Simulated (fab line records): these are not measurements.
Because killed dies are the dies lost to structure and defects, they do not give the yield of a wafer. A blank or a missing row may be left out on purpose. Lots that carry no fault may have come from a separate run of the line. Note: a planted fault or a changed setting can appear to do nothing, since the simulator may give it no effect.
A single fault, viewed from 2 desks | flow n5Finfet | what lay behind the numbers comes last; until then each desk has only its own

## METROLOGY DESK
What the gauges read, lot by lot, whatever tool the lot ran on: means of the sampled wafers that have a number. The brackets show how far a lot's mean lies from the usual mean; more than 4 standard deviations puts the lot out of limits, marked OUT. Of its 12 readings 7 are shown: the one that was out of limits first, and those that lie furthest out on some lot.
Columns: A = cdNm at N5_FIN_SAQP_CD_MEAS_27, usual 20.28 nm; B = DIBL_N at N5_BEOL_M4_RC_MEAS_101, usual 36.1 mV/V; C = DIBL_P at N5_BEOL_M4_RC_MEAS_101, usual 36.1 mV/V; D = IOFF_P at N5_BEOL_M4_RC_MEAS_101, usual 0.201 nA/um; E = ION_P at N5_BEOL_M4_RC_MEAS_101, usual 462 uA/um; F = SS_N at N5_BEOL_M4_RC_MEAS_101, usual 71.5 mV/dec; G = VT_P at N5_BEOL_M4_RC_MEAS_101, usual -251.3 mV
lot  | first seen here | A                | B    | C    | D     | E   | F    | G
L277 | day 1 22:32     | 20.24            | 35.5 | 34.8 | 0.197 | 467 | 72.0 | -250.3
L284 | day 3 15:56     | 19.97            | 35.6 | 34.1 | 0.192 | 464 | 71.7 | -253.8
L285 | day 3 21:35     | 20.42            | 35.9 | 36.0 | 0.198 | 463 | 71.1 | -249.4
L286 | day 4 05:23     | 20.13            | 35.7 | 35.3 | 0.195 | 458 | 71.6 | -250.7
L294 | day 6 03:11     | 20.86            | 36.1 | 37.4 | 0.214 | 467 | 71.8 | -247.6
L295 | day 6 12:05     | 21.33 (+4.4) OUT | 38.2 | 38.8 | 0.214 | 456 | 72.2 | -253.8
L296 | day 6 17:09     | 20.81            | 35.4 | 35.1 | 0.189 | 463 | 71.8 | -251.5
L299 | day 7 11:10     | 20.03            | 37.4 | 38.0 | 0.242 | 471 | 72.2 | -247.3
L300 | day 7 16:08     | 20.10            | 35.3 | 36.0 | 0.164 | 459 | 71.7 | -255.2
Finding of this desk: L295 out of limits; the first was L295 at day 6 14:18, on cdNm at N5_FIN_SAQP_CD_MEAS_27. L277, L284, L285, L286, L294, L296, L299, L300: within limits.

## DESK OF THE TOOL OWNER: aldSin-03
The tool's own readings at N5_FIN_SAQP_SPACER1_ALD_24 (deposits SiO2, target thk 20.3 nm, pulse time 1 s, purge time 2 s): means of the sampled wafers that have a number, for each lot that ran on this tool. The brackets show how far a lot's mean lies from the usual mean; more than 4 standard deviations puts the lot out of limits, marked OUT.
Columns: A = heaterPowerW at N5_FIN_SAQP_SPACER1_ALD_24, usual 466 W; B = precursorPulseHeightRel at N5_FIN_SAQP_SPACER1_ALD_24, usual 0.999; C = susceptorTempC at N5_FIN_SAQP_SPACER1_ALD_24, usual 300.00 C
lot  | first seen here | A   | B     | C
L284 | day 3 17:07     | 472 | 1.000 | 300.28
L286 | day 4 06:49     | 482 | 1.007 | 299.95
L294 | day 6 04:20     | 477 | 0.982 | 299.78
L295 | day 6 13:14     | 480 | 0.990 | 300.02
L296 | day 6 18:18     | 488 | 0.986 | 299.71
Finding of this desk: none of the 5 lots has anything out of limits.

## PUT TOGETHER
L295 would have let the metrology desk raise an alarm at day 6 14:18.
The desk of the tool owner found nothing out of limits.
On record at the tool owner's desk: L295, within its limits.
The lots listed all ran N5_FIN_SAQP_SPACER1_ALD_24 on aldSin-03.

## WHAT WAS PUT IN BY THE SIMULATOR
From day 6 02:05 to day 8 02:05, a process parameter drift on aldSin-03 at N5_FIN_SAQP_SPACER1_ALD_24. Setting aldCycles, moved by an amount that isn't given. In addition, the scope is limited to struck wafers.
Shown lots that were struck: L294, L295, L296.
Hours from the fault's start to each desk's first reading out of limits: the metrology desk, 12.
